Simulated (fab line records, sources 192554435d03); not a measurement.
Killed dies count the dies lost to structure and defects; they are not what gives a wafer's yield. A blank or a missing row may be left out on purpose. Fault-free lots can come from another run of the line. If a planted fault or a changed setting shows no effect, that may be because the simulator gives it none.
fab line records | flow n5_finfet
record: lots: 3 | wafers: 9 | last_day: 15
route steps=1938 shown BEOL_M3@1012 BEOL_M4@1021 PASSIVATION@1936
lots with no fault: from the same line, run without faults
start_h: the number of hours between the record's first day and the start of the first shown wafer of the lot | wait_h: time in hours since the lot's previous step | " repeats the value in the row above | L1.1+2: a single row standing in for several wafers | - no value present, or no start provided | * or withheld: withheld | < > ~ a bound
route shown NAME@n: NAME is a module with steps in the file, n the number in the route of the first one | usual: mean/standard deviation taken from wafers without a fault | same: alike in all rows | chamber/n: place in a boat | sites: each site's reading | _std_site: standard deviation of those values | _edge_site: inner sites' mean taken away from outer sites' mean | radius_mm: for every site, how far away it sits from the centre of the wafer | mask NAME#n: copy n | behind: the tool/chamber that last shaped the wafer | hold: the reason the lot was held/the length of the hold in hours/how it ended | device: the transistor (n, p or np) that didn't switch | end of line: the tests these same wafers got at the end of their route | for a step that has no rows: nothing shown but its recipe | killed: at the first sort, the dies lost to defects and structure; wafer yield is something else | map: dies across one wafer; x = killed, . = not, _ = none there
set.NAME: the setting as run; set.NAME@STEP: as run at that earlier step | model.NAME: the simulator's own value behind a step, which no gauge read
lots seen at some steps along the route; tables by step, rows by wafer
services: the hour from which a tool's chamber was out of use, counted from the record's first day as start_h (under 0 if before that day), plus the number of hours and why
== steps ==
step: N5_BEOL_M3_ANNEAL_51
recipe: temp_c: 225 | time_s: 90 | ambient: N2
step: N5_BEOL_M3_CMP_52
recipe: stop_on: SiOC | t_overpolish_s: 6.8 | down_force_psi: 1 | platen_rpm: 50 | clearing_platen_down_force_psi: 1.5 | clearing_platen_rpm: 50 | post_cmp_clean: cu_alkaline | target_thk_nm: 40 | clearing_platen_pad_velocity_m_s: 0.99484 | pad_velocity_m_s: 0.99484
step: N5_BEOL_M3_PRE_CLEAN_60
recipe: gas: NH3/H2 | time_s: 15 | temp_c: * | rf_power_w: 300
step: N5_BEOL_M3_CO_CAP_55
recipe: material: Co | target_thk_a: 20 | temp_c: 200 | precursor: CCTBA/H2 | pressure_torr: 30 | time_s: 102.1
step: N5_BEOL_M3_PRE_CLEAN_56
recipe: gas: NH3 | time_s: 15 | temp_c: withheld | rf_power_w: 300
step: N5_BEOL_M3_DEP_57
recipe: material: SiCN | target_thk_a: 80 | temp_c: withheld | precursor: 3MS/NH3 | pressure_torr: 3 | rf_w: 202 | time_s: 14
step: N5_BEOL_M4_ILD_DEP_00
recipe: material: SiOC | target_thk_a: 790 | temp_c: 350 | precursor: DEMS/O2 | pressure_torr: 5 | rf_w: 500 | time_s: 15.3
step: N5_BEOL_M4_PECVD_72
recipe: material: SiO2 | target_thk_a: 160 | temp_c: 400 | precursor: TEOS/O2 | pressure_torr: 5.5 | rf_w: 450 | teos_flow_sccm: 53.8 | gas: O2 | flow_sccm: 3000 | time_s: 18
step: N5_BEOL_M4_HM_DEP_02
recipe: material: TiN | target_thk_a: 200 | temp_c: 25 | chamber_pressure_pa: 0.49996
usual: throttle_valve_pct: 30.5/1.1
lot.wafer | tool           | chamber | start_h | wait_h | throttle_valve_pct | model.TiN_of_BEOL_M4_HM_DEP_02.thk_nm
L369.2    | pvd_sputter-02 | -       | 222.02  | 1.7    | 30.2               | 20.2
L369.5    | "              | -       | "       | "      | 30.0               | 20.2
L369.6    | "              | -       | "       | "      | 30.5               | 20
L370.1    | pvd_sputter-01 | -       | 226.71  | 0.3    | 31.5               | 20.2
L370.2    | "              | -       | "       | "      | 28.2               | 20.4
L370.5    | "              | -       | "       | "      | 31.7               | 20
L374.1    | pvd_sputter-02 | -       | 235.87  | 1.5    | 30.5               | 20
L374.4    | "              | -       | "       | "      | 30.1               | 27.8
L374.5    | "              | -       | "       | "      | 32.1               | 27.4
step: N5_BEOL_M4_COAT_61
recipe: resist: SOC | temp_c: 250 | time_s: 60 | spin_rpm: 1500 | resist_thk_nm: 60
step: N5_BEOL_M4_COAT_62
recipe: resist: SiARC | temp_c: 220 | time_s: 60 | spin_rpm: 1500 | resist_thk_nm: 12
step: N5_BEOL_M4_COAT_73
recipe: resist: underlayer | temp_c: 205 | time_s: 60 | spin_rpm: 1500 | resist_thk_nm: 5
step: N5_BEOL_M4_COAT_05
recipe: resist: CAR-EUV | spin_rpm: 1500 | resist_thk_nm: 30
step: N5_BEOL_M4_EBR_07
recipe: solvent: PGMEA | ebr_width_mm: 1.5
step: N5_BEOL_M4_SOFTBAKE_06
recipe: temp_c: 110 | time_s: 60 | resist: CAR-EUV
step: N5_BEOL_M4_EXPOSE_08
recipe: mask_id: M4 | na: 0.33 | source_shape: dipole | sigma_inner: 0.369 | sigma_outer: 0.767 | polarization: unpolarized | dose_mj: 41.25
step: N5_BEOL_M4_PEB_09
recipe: peb_temp_c: 100 | peb_time_s: 60 | resist: CAR-EUV
step: N5_BEOL_M4_DEVELOP_10
recipe: develop_time_s: 30 | developer: TMAH | resist: CAR-EUV | rinse_liquid: surfactant_rinse | dry: air_spin | dev_temp_c: 23
step: N5_BEOL_M4_DESCUM_16
recipe: chemistry: O2 | time_s: 7 | source_power_w: 50 | bias_power_w: 20 | pressure_mtorr: 20 | rf_frequency_hz: 2.712e+07 | temp_c: 40 | resist: CAR-EUV | o2_flow_sccm: 225
step: N5_BEOL_M4_ETCH_74
recipe: chemistry: N2/H2 | target: underlayer | target_depth_a: 65 | mask_material: CAR-EUV | time_s: 5.2 | ion_energy_ev: 200 | pressure_mtorr: 30 | source_w: 840 | bias_w: 150 | n2_flow_sccm: 200 | h2_flow_sccm: 200 | ends: cleared
step: N5_BEOL_M4_ETCH_63
recipe: chemistry: CF4 | target: SiARC | target_depth_a: 156 | mask_material: CAR-EUV | time_s: 26 | ion_energy_ev: 80 | pressure_mtorr: 40 | source_w: 545 | bias_w: 36 | Ar_flow_sccm: 100 | cf4_flow_sccm: 100 | ends: cleared
step: N5_BEOL_M4_ETCH_64
recipe: chemistry: N2/H2 | target: SOC | target_depth_a: 750 | overetch_a: 225 | mask_material: SiARC | temp_c: 40 | time_s: 121.9 | ion_energy_ev: 200 | pressure_mtorr: 30 | source_w: 840 | bias_w: 150 | n2_flow_sccm: 200 | h2_flow_sccm: 200
step: N5_BEOL_M4_STRIP_65
recipe: chemistry: N2/H2 | temp_c: 40 | n2_flow_sccm: 200 | h2_flow_sccm: 200 | rf_frequency_hz: 6e+07
step: N5_BEOL_M4_STRIP_75
recipe: chemistry: N2/H2 | temp_c: 40 | n2_flow_sccm: 200 | h2_flow_sccm: 200 | rf_frequency_hz: 6e+07
step: N5_BEOL_M4_STRIP_66
recipe: chemistry: CF4 | resist: SiARC | power_w: 300 | bias_power_w: 75 | pressure_mtorr: 50 | cf4_flow_sccm: 150 | rf_frequency_hz: 6e+07
step: N5_BEOL_M4_HM_OPEN_17
recipe: chemistry: Cl2/BCl3 | target_depth_a: 200 | overetch_a: 60 | target: TiN | mask_material: SOC | ion_energy_ev: 150 | pressure_mtorr: 10 | icp_w: 1000 | bias_w: 126 | Cl2_flow_sccm: 53.25 | bcl3_flow_sccm: 21.75 | Ar_flow_sccm: 25
usual: drypump_motor_current_A: 5.8/0.43 | oes_product_au: 0.61/0.081 | rf_fwd_power_W: 991/3.7 | throttle_valve_pct: 22.40/0.2
lot.wafer | tool         | chamber | start_h | wait_h | drypump_motor_current_A | oes_product_au | rf_fwd_power_W | rf_hours_counter_h | throttle_valve_pct | model.etch.depth_nm
L369.2    | rie_metal-03 | 0       | 223.01  | 0.1    | 6.2                     | 0.72           | 992            | -                  | 22.44              | 20.2
L369.5    | "            | 0       | "       | "      | 6.2                     | 0.72           | 986            | -                  | 22.44              | 20.27
L369.6    | "            | 0       | "       | "      | 6.2                     | 0.71           | 993            | -                  | 22.44              | 20.1
L370.1    | rie_metal-01 | 0       | 227.50  | 0.0    | 5.5                     | 0.54           | 989            | 115                | 22.36              | 20.16
L370.2    | "            | 1       | "       | "      | 6.4                     | 0.56           | 994            | 107                | 22.68              | 20.31
L370.5    | "            | 1       | "       | "      | 6.4                     | 0.56           | 993            | -                  | 22.70              | 20.07
L374.1    | rie_metal-03 | 0       | 236.77  | 0.0    | 6.2                     | 0.71           | 998            | 32                 | 22.45              | 20.03
L374.4    | "            | 1       | "       | "      | 5.1                     | 0.78           | 987            | -                  | 21.83              | 26.99
L374.5    | "            | 1       | "       | "      | 5.1                     | 0.77           | 990            | -                  | 21.84              | 26.77
step: N5_BEOL_M4_STRIP_19
recipe: chemistry: O2 | power_w: 400 | temp_c: 40 | pressure_mtorr: 30 | rf_frequency_hz: 6e+07 | bias_power_w: 0 | overash_fraction: 0.2 | o2_flow_sccm: 225
step: N5_BEOL_M4_COAT_67
recipe: resist: SOC | temp_c: 250 | time_s: 60 | spin_rpm: 1500 | resist_thk_nm: 60
step: N5_BEOL_M4_COAT_68
recipe: resist: SiARC | temp_c: 220 | time_s: 60 | spin_rpm: 1500 | resist_thk_nm: 12
step: N5_BEOL_M4_COAT_76
recipe: resist: underlayer | temp_c: 205 | time_s: 60 | spin_rpm: 1500 | resist_thk_nm: 5
step: N5_BEOL_M4_COAT_22
recipe: resist: CAR-EUV | spin_rpm: 1500 | resist_thk_nm: 30
step: N5_BEOL_M4_EBR_24
recipe: solvent: PGMEA | ebr_width_mm: 1.5
step: N5_BEOL_M4_SOFTBAKE_23
recipe: temp_c: 110 | time_s: 60 | resist: CAR-EUV
step: N5_BEOL_M4_EXPOSE_25
recipe: mask_id: V3 | na: 0.33 | source_shape: quasar | sigma_inner: 0.2 | sigma_outer: 0.8 | polarization: unpolarized | defocus_nm: 5 | dose_mj: 63
step: N5_BEOL_M4_TRENCH_ETCH_37
recipe: chemistry: C4F6/O2 | target_depth_a: 555.55 | target: SiOC | time_s: 29.2 | ion_energy_ev: 250 | pressure_mtorr: 30 | source_w: 355 | bias_w: 185 | Ar_flow_sccm: 300 | C4F6_flow_sccm: 10 | O2_flow_sccm: 10
usual: drypump_motor_current_A: 5.5/0.5 | oes_product_au: 0.82/0.092 | rf_fwd_power_W: 350.4/1.7 | rf_vpp_V: 673/12 | showerhead_plenum_p_Torr: 2.82/0.093 | throttle_valve_pct: 20.8/0.34
lot.wafer | tool        | chamber | start_h | wait_h | drypump_motor_current_A | oes_product_au | rf_fwd_power_W | rf_hours_counter_h | rf_vpp_V | showerhead_plenum_p_Torr | throttle_valve_pct | model.TiN_of_BEOL_M4_HM_DEP_02.thk_nm
L369.2    | rie_diel-04 | 3       | -       | -      | 6.2                     | 0.91           | 348.0          | 18                 | 666      | 2.78                     | 20.4               | 17.8
L369.5    | "           | 2       | "       | "      | 5.1                     | 0.90           | 351.2          | -                  | 664      | 2.78                     | 20.6               | 17.8
L369.6    | "           | 1       | "       | "      | 6.0                     | 0.71           | 348.5          | -                  | 682      | 2.94                     | 21.3               | 17.8
L370.1    | rie_diel-02 | 0       | -       | -      | 5.1                     | 0.69           | 350.4          | 239                | 664      | 2.70                     | 21.4               | 17.8
L370.2    | "           | 1       | "       | "      | 6.4                     | 0.93           | 346.4          | 19                 | 665      | 2.78                     | 20.2               | 18
L370.5    | "           | 2       | "       | "      | 5.2                     | 0.80           | 350.9          | -                  | 657      | 2.76                     | 20.7               | 17.8
L374.1    | rie_diel-04 | 2       | -       | -      | 5.1                     | 0.88           | 352.2          | 34                 | 664      | 2.78                     | 20.6               | 17.6
L374.4    | "           | 0       | "       | "      | 5.0                     | 0.93           | 350.9          | 12                 | 675      | 2.77                     | 20.6               | 25.4
L374.5    | "           | 1       | "       | "      | 6.0                     | 0.71           | 351.7          | -                  | 682      | 2.93                     | 21.3               | 25.2
step: N5_PASSIVATION_PROBE_49
usual: defect_limited_yield: 91.7/1.7 | killed_at_M0_to_M3: 34/10 | killed_at_M4_up: 13/5.1 | killed_at_contacts: 12/6.2 | killed_at_front_end: 36/12 | killed_at_other: 3.2/2.6 | killed_dies: 98/20 | killed_on_rim: 13/4.5 | killed_open: 65/13 | killed_short: 32/8.4 | sort_bin_5_function: 4.8/1.1 | sort_bin_6_memory: 3.2/0.74 | sort_bin_8_speed: 0.00/0.012 | sort_n_pass: 1082/20 | sort_yield_pct: 91.7/1.7
same: gross_dies: 1180 | killed_at_back_side: 0 | sort_bin_4_leakage[%]: 0
lot.wafer | tool      | chamber | start_h | wait_h | defect_limited_yield[%] | killed_at_M0_to_M3 | killed_at_M4_up | killed_at_contacts | killed_at_front_end | killed_at_other | killed_dies | killed_on_rim | killed_open | killed_short | sort_bin_5_function[%] | sort_bin_6_memory[%] | sort_bin_8_speed[%] | sort_n_pass | sort_yield_pct[%]
L374.1    | prober-02 | -       | 353.79  | 0.0    | 90.0                    | 36                 | 11              | 17                 | 50                  | 4               | 118         | 16            | 75          | 43           | 5.7                    | 4.1                  | 0                   | 1062        | 90.0
L374.4    | prober-02 | -       | 353.94  | 0.2    | 88.1                    | 47                 | 43              | 7                  | 40                  | 3               | 140         | 30            | 78          | 30           | 7.6                    | 4.1                  | 0                   | 1040        | 88.1
L374.5    | prober-02 | -       | 353.99  | 0.2    | 89.6                    | 45                 | 25              | 12                 | 39                  | 2               | 123         | 31            | 79          | 32           | 7.9                    | 2.5                  | 0                   | 1057        | 89.6
killed by level:class
L374.1 FIN_SAQP:geometric_particle:short=13 MOL_CONTACT_COAG:geometric_particle:open=13 BEOL_M0_SAQP:geometric_particle:open=11 FIN_SAQP:geometric_particle:open=10 STI_FIN_REVEAL:geometric_particle:open=10 BEOL_M0_SAQP:geometric_particle:short=10 DUMMY_GATE:geometric_particle:open=8 BEOL_M4:geometric_particle:open=7
L374.4 BEOL_M4:area_open=32 BEOL_M1:geometric_particle:open=13 FIN_SAQP:geometric_particle:open=11 BEOL_M0_SAQP:geometric_particle:short=9 BEOL_M2:geometric_particle:open=9 STI_FIN_REVEAL:geometric_particle:open=8 BEOL_M0_SAQP:geometric_particle:open=8 FIN_SAQP:geometric_particle:short=7
L374.5 BEOL_M3:geometric_particle:open=13 BEOL_M4:area_open=12 MOL_CONTACT_COAG:geometric_particle:open=10 FIN_SAQP:geometric_particle:open=7 BEOL_M0_SAQP:geometric_particle:open=7 BEOL_M2:geometric_particle:open=7 BEOL_M0_SAQP:geometric_particle:short=6 STI_FIN_REVEAL:geometric_particle:open=5
map L374.4 (x killed, . not)
_________________....x.x....x________________
______________.x..x....x.......x_____________
___________x............x.......x..__________
__________..xxx.x...x....x..x...x..._________
________..xx.....x.....xx............._______
_______.xx...x.........................______
______................x..........x......_____
_____.x..................................____
____.x.....x....x...x...x..x..............___
___..........x...........x.......x......xx.__
___x...x.....x...x.........................__
__....x...x............x....x....x.xxx.....x_
__x.x.....x.....x.........x......x.........._
_xx....x....x..x..x...x........x.x...........
_xx.xx............x..........................
_x.xxx...x.......x........x...x..............
_x..x.....xx......x.x............x...........
_x..........x..............x.................
_..............x....x......x....x............
_...x....x...............x........x.x........
_x...x.........x.............................
__....x................x.x.................._
__......x..x...................x........x..._
___...................x..x...............xx__
___............x.x....x..x.................__
____x........x.x..........................___
_____..................x................x____
______........................x.x......._____
_______..............x.................______
________.....x....x..................._______
__________..x....x...........x..x..x_________
___________..........x..x.x....x...__________
______________.................._____________
_________________.x......x.x.________________
map L369.5 (x killed, . not)
_________________....x.......________________
______________.................x_____________
___________...........x.......x....__________
__________xx.....x...............x.._________
________.......xx.x.....x..........xx._______
_______.xx............xx.......x.......______
______..x....x....x............x........_____
_____......x............x.........x.x....____
____.....x.....x........x............x.x..___
___.........xx......x.......x....x....x...x__
___x.............x...................x.....__
__...........x...........x......x........x.._
__...x...x.....x....xx....xx.x........x....._
_.x...........x.........x.....x..............
_.x..x.........x...xx...x...........x.......x
_.......x.................x...........x.xx...
_........x...x..................x.....x......
_...x...xxx.....x.....x......................
_.......x.........................x..........
_..x...............x.........................
_....x....x................................x.
__....x...x........................x.x......_
__x........x.........x....x........x........_
___.......................x.......x.....xx.__
___.............x............x...........x.__
____x...................x...x....x...x..x.___
_____...................................x____
______...........x...xx............x...._____
_______.......x.x.xx...........x..xx...______
________..........x..................._______
__________.........................._________
___________.......x..........x.....__________
______________...x...........x.._____________
_________________.........xx.________________
== services ==
tool         | chamber | start_h | hours | kind
rie_metal-01 | 0       | 233.82  | -     | clean
rie_metal-01 | 0       | 233.82  | 21.1  | scheduled_down
rie_metal-01 | 0       | 233.82  | 21.1  | vent_cycle
== key ==
first_sign: step: N5_PASSIVATION_PROBE_49 | reading: killed_at_M4_up | direction: up | sigmas: 4 | usual: 13 | struck: 34
effect: step: N5_PASSIVATION_PROBE_49 | reading: killed_on_rim | direction: up | sigmas: 3.9 | usual: 13 | struck: 30
model_effect: step: N5_BEOL_M4_HM_DEP_02 | value: TiN_of_BEOL_M4_HM_DEP_02.thk_nm | without: 19.9 | struck: 27.6
model_effect: step: N5_BEOL_M4_HM_OPEN_17 | value: etch.depth_nm | without: 19.96 | struck: 26.88
model_effect: step: N5_BEOL_M4_TRENCH_ETCH_37 | value: TiN_of_BEOL_M4_HM_DEP_02.thk_nm | without: 17.5 | struck: 25.3
met_at N5_BEOL_M4_HM_DEP_02
struck_wafers L374.4,L374.5
fault: kind: process_parameter_drift | tool: pvd_sputter-02 | chamber: - | onset_h: 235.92 | steps: N5_BEOL_M4_HM_DEP_02 | channel: target_thk_a | offset: * | shape: step | end_h: 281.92 | scope: struck_wafers_only | acts_in: * | stated: *
